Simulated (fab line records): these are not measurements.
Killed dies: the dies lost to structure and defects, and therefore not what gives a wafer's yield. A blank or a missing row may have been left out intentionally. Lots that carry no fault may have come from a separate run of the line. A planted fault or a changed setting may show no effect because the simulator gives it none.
Matching of chambers / flow n5_finfet / N5_BEOL_M0_SAQP_SPACER2_ALD_26 on ald_sin-03: 4 sister chambers
The step deposits SiO2, target thk 15 nm, pulse time 1 s, purge time 2 s. 4 wafers are shown with their chamber, then 8 later ones without.

== EACH WAFER AND ITS CHAMBER ==
wafer=L083.3; chamber=0; heater_power_w (W)=558
wafer=L083.5; chamber=1; heater_power_w (W)=417
wafer=L084.6; chamber=2; heater_power_w (W)=523
wafer=L085.1; chamber=3; heater_power_w (W)=393

== WAFERS WITHOUT THEIR CHAMBER ==
wafer=L085.4; heater_power_w (W)=546
wafer=L085.6; heater_power_w (W)=388
wafer=L094.2; heater_power_w (W)=543
wafer=L094.3; heater_power_w (W)=445
wafer=L094.5; heater_power_w (W)=540
wafer=L097.1; heater_power_w (W)=431
wafer=L097.4; heater_power_w (W)=538
wafer=L097.5; heater_power_w (W)=402

== WHICH CHAMBER EACH ONE RAN IN ==
wafer=L085.4; from the rows above=can't be placed: 0 or 2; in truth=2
wafer=L085.6; from the rows above=can't be placed: 3 or 1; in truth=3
wafer=L094.2; from the rows above=can't be placed: 0 or 2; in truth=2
wafer=L094.3; from the rows above=can't be placed: 1 or 3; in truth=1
wafer=L094.5; from the rows above=can't be placed: 2 or 0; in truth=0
wafer=L097.1; from the rows above=can't be placed: 1 or 3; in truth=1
wafer=L097.4; from the rows above=can't be placed: 2 or 0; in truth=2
wafer=L097.5; from the rows above=can't be placed: 3 or 1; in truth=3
Correctly placed: 0 of 8. Cannot be placed on the basis of these rows: 8; the candidates contain the true chamber in 8. 0 placed wrongly.
How it was worked out, from the rows above alone: a wafer's distance from a chamber is the root of the sum, over the readings, of the square of ((its reading less the chamber's mean) divided by the reading's scatter). The wafer belongs to the nearest chamber; if the next one is less than 2 further off, it can't be placed. A chamber's mean is the mean of its shown wafers. The scatter (one wafer shown for each chamber): square how far every hidden wafer sits from the nearest shown wafer, average those squares and take the square root.
